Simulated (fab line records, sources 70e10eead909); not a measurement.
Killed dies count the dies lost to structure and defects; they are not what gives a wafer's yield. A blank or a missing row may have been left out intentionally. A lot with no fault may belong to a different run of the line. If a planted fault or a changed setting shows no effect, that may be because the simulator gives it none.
fab line records    flow nand-harc
record lots=14  wafers=40  last-day=32
route steps=1302 shown A_CHANNEL_FILL_D1@508 A_DECK1_JOINT@527 A_ONON_D2@551
lots with no fault: from the same line, run without faults
start-h: the number of hours between the record's first day and the start of the first shown wafer of the lot    wait-h: hours since the lot's step before    " the same as in the row above    L1.1+2: one row covering several wafers at once    - no value, or no start given    * or withheld: withheld    < > ~ a bound
route shown NAME@n: a module of which the file shows steps, and the number in the route of the first    usual: mean/standard deviation taken from wafers without a fault    same: alike in all rows    chamber/n: place in a boat    sites: each site's reading    _std_site: standard deviation of those values    _edge_site: mean of outer sites minus mean of inner sites    radius-mm: how far each site lies from the wafer's centre    mask NAME#n: copy n    behind: tool/chamber where the wafer was last shaped    hold: why the lot was held/for how many hours/how that ended    device: whichever transistor did not switch (one of n, p or np)    end of line: the route-end tests of the same wafers    step lacking rows: just its recipe    killed: not the wafer's yield, but the dies lost to structure and defects at the first sort    map: per-die view of a wafer (x killed, . not killed, _ where there is no die)
set.NAME: setting as actually run; set.NAME@STEP: the setting as run at that earlier step    model.NAME: the simulator's own value behind a step, which no gauge read
steps of the route over a sample of lots; a table a step, a row a wafer
services: a tool's chamber out of use, with start hour (start-h, from the record's first day; less than 0 if before it), hours out, and reason
## steps
# step NHARC_A_CHANNEL_FILL_D1_ETCHBACK_08
# recipe target-depth-a=2200  time-s=110  c4f8-flow-sccm=20  ar-flow-sccm=withheld  rf-w=600  bias-w=300  chemistry=C4F8
# usual oes-product-au=0.95/0.035  rf-vpp-V=441.3/2.6
lot.wafer  tool         chamber  start-h  wait-h  oes-product-au  rf-hours-counter-h  rf-vpp-V
L913.4     rie-diel-08  0        -        -       1.01            1.0                 438.9
L913.2     "            3        "        "       1.00            1.1                 445.2
L913.6     "            1        "        "       0.99            -                   437.8
L914.1     rie-diel-13  0        -        -       0.93            3.4                 441.7
L914.5     "            1        "        "       0.92            -                   439.3
L914.6     "            2        "        "       0.94            -                   442.5
L916.2     rie-diel-10  2        -        -       0.98            1.2                 439.5
L916.4     "            3        "        "       0.98            0.8                 441.8
L916.3     "            1        "        "       1.00            1.1                 437.3
L917.2     rie-diel-08  3        -        -       0.92            2.6                 444.1
L917.1     "            0        "        "       0.94            2.5                 437.0
L917.6     "            2        "        "       0.92            -                   442.1
L918.1     rie-diel-10  2        -        -       0.92            3.0                 438.4
L918.2     "            1        "        "       0.92            3.0                 438.2
L918.6     "            3        "        "       0.93            -                   440.9
L919.1     rie-diel-13  3        -        -       1.02            7.2                 445.0
L919.2     "            1        "        "       1.00            6.1                 439.7
L919.4     "            2        "        "       1.01            6.8                 442.1
L920.1     rie-diel-08  0        -        -       0.93            3.3                 437.7
L920.5     "            3        "        "       0.92            -                   445.5
L920.6     "            0        "        "       0.94            -                   437.5
L921.1     rie-diel-10  3        -        -       1.00            4.1                 442.0
L921.4     "            0        "        "       0.98            3.1                 445.4
L921.5     "            3        "        "       1.00            -                   442.9
L922.4     rie-diel-10  2        -        -       0.92            4.8                 441.0
L922.3     "            3        "        "       0.93            4.8                 442.1
L922.2     "            0        "        "       0.92            3.8                 444.3
L924.4     rie-diel-10  1        -        -       0.93            5.2                 438.3
L924.1     "            0        "        "       0.91            4.4                 445.3
L924.6     "            2        "        "       0.92            -                   440.4
L925.2     rie-diel-10  0        -        -       0.92            4.7                 443.7
L925.4     "            3        "        "       0.92            5.9                 441.7
L925.6     "            0        "        "       0.91            -                   446.2
L928.4     rie-diel-13  2        -        -       0.93            1.8                 441.1
L928.3     "            0        "        "       0.96            1.1                 443.4
L928.6     "            2        "        "       0.95            -                   442.4
L931.4     rie-diel-13  3        -        -       0.93            2.9                 443.5
L931.3     "            0        "        "       0.93            2.6                 440.3
L934.4     rie-diel-13  3        -        -       0.94            4.9                 444.6
L934.6     "            0        "        "       0.93            -                   443.4
# step NHARC_A_DECK1_JOINT_CMP_13
# recipe target-thk-nm=51.023
# usual motor-current-A=11.8/1  time-to-endpoint-s=9.4/1.6
lot.wafer  tool    chamber  start-h  wait-h  motor-current-A  time-to-endpoint-s
L913.4     cmp-04  1        256.87   0.4     11.9             9.8
L913.2     "       3        "        "       11.6             11.2
L913.6     "       2        "        "       12.0             9.8
L914.1     cmp-04  0        265.36   0.5     11.7             9.6
L914.6     "       1        "        "       12.0             8.3
L914.5     "       2        "        "       11.8             11.0
L916.2     cmp-02  2        278.80   0.4     10.2             8.7
L916.3     "       3        "        "       12.2             10.3
L916.4     "       0        "        "       11.6             8.8
L917.2     cmp-02  3        293.32   0.4     12.8             6.5
L917.1     "       0        "        "       11.5             8.1
L917.6     "       2        "        "       10.2             7.9
L919.4     cmp-03  2        305.92   0.4     10.4             11.1
L919.1     "       3        "        "       13.2             9.9
L919.2     "       0        "        "       13.1             7.3
L918.1     cmp-04  0        305.97   0.4     11.6             8.1
L918.2     "       1        "        "       11.5             11.3
L918.6     "       2        "        "       12.2             8.9
L920.1     cmp-03  3        317.85   0.4     12.5             9.9
L920.5     "       0        "        "       13.6             8.4
L920.6     "       1        "        "       11.3             8.8
L921.4     cmp-02  2        329.01   0.4     9.9              5.6
L921.1     "       1        "        "       11.7             9.8
L921.5     "       3        "        "       12.3             9.4
L922.3     cmp-03  2        343.85   0.4     10.8             8.3
L922.2     "       3        "        "       13.0             10.4
L922.4     "       1        "        "       10.0             7.3
L924.4     cmp-04  0        356.23   0.4     11.7             11.4
L924.1     "       2        "        "       11.9             9.9
L924.6     "       1        "        "       12.2             9.0
L925.4     cmp-03  3        362.66   0.4     13.0             8.5
L925.2     "       0        "        "       13.6             8.5
L925.6     "       3        "        "       13.4             12.0
L928.4     cmp-02  0        392.37   0.4     11.3             9.5
L928.3     "       1        "        "       12.3             11.6
L928.6     "       0        "        "       12.6             8.1
L931.4     cmp-04  3        420.02   0.4     11.1             8.0
L931.3     "       1        "        "       12.4             6.8
L934.4     cmp-02  2        456.89   0.4     10.4             6.5
L934.6     "       1        "        "       11.3             7.7
# step NHARC_A_ONON_D2_DEP_09
# recipe target-thk-a=10000  n2-flow-sccm=2750  n2o-flow-sccm=2000  nh3-flow-sccm=500  sih4-flow-sccm=210  temp-c=400
lot.wafer   tool           chamber  start-h  wait-h
L913.2+4+6  pecvd-onon-02  0        283.28   0.1
L914.1+5+6  pecvd-onon-02  0        288.68   0.1
L916.2+3+4  pecvd-onon-02  0        303.36   0.1
L917.1+2+6  pecvd-onon-02  0        323.21   0.1
L918.1+2+6  pecvd-onon-02  0        333.26   0.1
L919.1+2+4  pecvd-onon-04  0        333.43   0.1
L920.1+5+6  pecvd-onon-04  0        347.32   0.1
L921.1+4+5  pecvd-onon-01  0        352.23   0.1
L922.2+3+4  pecvd-onon-01  0        367.91   0.1
L924.1+4+6  pecvd-onon-02  0        380.77   0.1
L925.2+4+6  pecvd-onon-01  0        391.00   0.1
L928.3+4+6  pecvd-onon-02  0        416.21   0.2
L931.3+4    pecvd-onon-02  0        447.58   0.2
L934.4+6    pecvd-onon-02  0        480.63   0.2
# step NHARC_A_ONON_D2_THK_MEAS_11
# recipe thk-meas-gauge=ellipsometry
# usual thk-nm=997/8.9
lot.wafer  tool           chamber  start-h  wait-h  thk-nm
L913.2     film-metro-02  -        283.73   -       998
L913.4     "              -        "        "       1000
L913.6     "              -        "        "       999
L914.1     film-metro-01  -        289.19   -       997
L914.5     "              -        "        "       996
L914.6     "              -        "        "       999
L916.2     film-metro-01  -        303.82   -       983
L916.3     "              -        "        "       984
L916.4     "              -        "        "       984
L917.1     film-metro-01  -        323.73   -       1006
L917.2     "              -        "        "       1004
L917.6     "              -        "        "       1005
L918.1     film-metro-01  -        333.76   -       991
L918.2     "              -        "        "       989
L918.6     "              -        "        "       990
L919.1     film-metro-02  -        333.93   -       1010
L919.2     "              -        "        "       1011
L919.4     "              -        "        "       1010
L920.1     film-metro-02  -        347.83   -       998
L920.5     "              -        "        "       995
L920.6     "              -        "        "       993
L921.1     film-metro-02  -        352.74   -       1011
L921.4     "              -        "        "       1009
L921.5     "              -        "        "       1011
L922.2     film-metro-02  -        368.36   -       1012
L922.3     "              -        "        "       1010
L922.4     "              -        "        "       1013
L924.1     film-metro-01  -        381.27   -       995
L924.4     "              -        "        "       994
L924.6     "              -        "        "       995
L925.2     film-metro-02  -        391.45   -       992
L925.4     "              -        "        "       995
L925.6     "              -        "        "       994
L928.3     film-metro-02  -        416.60   -       996
L928.4     "              -        "        "       993
L928.6     "              -        "        "       996
L931.3     film-metro-01  -        447.98   -       688
L931.4     "              -        "        "       689
L934.4     film-metro-02  -        480.97   -       707
L934.6     "              -        "        "       996
# step NHARC_A_ONON_D2_THK_MEAS_27
# recipe thk-meas-gauge=ellipsometry
# usual thk-nm=1000/9.3
lot.wafer  tool           chamber  start-h  wait-h  thk-nm
L913.2     film-metro-01  -        294.02   -       998
L913.4     "              -        "        "       997
L913.6     "              -        "        "       997
L914.1     film-metro-02  -        301.14   -       1007
L914.5     "              -        "        "       1006
L914.6     "              -        "        "       1005
L916.2     film-metro-02  -        313.98   -       1003
L916.3     "              -        "        "       1004
L916.4     "              -        "        "       1003
L917.1     film-metro-02  -        333.71   -       991
L917.2     "              -        "        "       992
L917.6     "              -        "        "       991
L918.1     film-metro-01  -        343.89   -       1003
L918.2     "              -        "        "       1004
L918.6     "              -        "        "       1005
L919.1     film-metro-02  -        343.89   -       1002
L919.2     "              -        "        "       1000
L919.4     "              -        "        "       1002
L920.1     film-metro-01  -        357.83   -       996
L920.5     "              -        "        "       995
L920.6     "              -        "        "       996
L921.1     film-metro-01  -        364.08   -       1007
L921.4     "              -        "        "       1008
L921.5     "              -        "        "       1008
L922.2     film-metro-01  -        382.91   -       1002
L922.3     "              -        "        "       1002
L922.4     "              -        "        "       1002
L924.1     film-metro-01  -        394.72   -       991
L924.4     "              -        "        "       990
L924.6     "              -        "        "       988
L925.2     film-metro-01  -        402.35   -       1003
L925.4     "              -        "        "       1002
L925.6     "              -        "        "       1003
L928.3     film-metro-02  -        426.21   -       1002
L928.4     "              -        "        "       1001
L928.6     "              -        "        "       1002
L931.3     film-metro-01  -        457.44   -       992
L931.4     "              -        "        "       992
L934.4     film-metro-01  -        493.22   -       1021
L934.6     "              -        "        "       1023
## services
tool           chamber  start-h  hours  kind
cmp-04         -        216.95   1.2    repair
cmp-02         -        232.50   4.0    pm
rie-diel-10    -        242.50   9.0    pm
cmp-02         -        244.57   3.6    repair
cmp-02         -        253.24   3.7    repair
rie-diel-10    0        293.94   6.4    repair
cmp-04         -        307.00   4.0    pm
cmp-02         -        330.50   4.0    pm
cmp-04         -        340.25   1.1    repair
rie-diel-10    -        358.68   0.3    repair
cmp-04         -        360.35   0.5    repair
cmp-02         -        364.72   11.9   repair
pecvd-onon-02  -        366.00   13.0   pm
cmp-04         -        377.09   4.4    repair
cmp-02         -        386.13   0.4    repair
rie-diel-10    1        388.70   13.7   repair
cmp-04         -        389.33   0.6    repair
cmp-04         -        393.51   10.8   repair
cmp-04         -        405.00   4.0    pm
cmp-04         -        413.05   1.7    repair
rie-diel-10    -        419.50   9.0    pm
cmp-02         -        428.50   4.0    pm
rie-diel-10    3        445.59   1.3    repair
cmp-04         -        455.41   1.4    repair
## key
first-sign step=NHARC_A_ONON_D2_THK_MEAS_11  reading=thk-nm  direction=down  sigmas=34  usual=997  struck=695
effect none on later readings
met-at NHARC_A_ONON_D2_DEP_09
struck-lots L931,L934
struck-wafers L931.3,L931.4,L934.4
sort-left-out L931.3,L931.4,L934.4
tester-left-out L931,L934
not-acting-at NHARC_A_CHANNEL_FILL_D1_ETCHBACK_08,NHARC_A_DECK1_JOINT_CMP_13,NHARC_A_ONON_D2_THK_MEAS_27
onset-between 416.21 447.58
fault kind=process-parameter-drift  tool=pecvd-onon-02  chamber=-  onset-h=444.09  steps=NHARC_A_ONON_D2_DEP_09  channel=target-thk-a  offset=*  shape=step  end-h=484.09  scope=struck-wafers-only  acts-in=*  stated=*
# tester-left-out: of these lots the tester's yield and bins aren't shown, on N5 and GAA mostly nor the transistor test; their killed dies are dies lost to structure and defects alone, not to doping, threshold or leakage, so they don't give the yield
# sort-left-out: the simulated sort isn't trusted on such a fault, so these wafers' sort isn't shown, and their yield isn't known
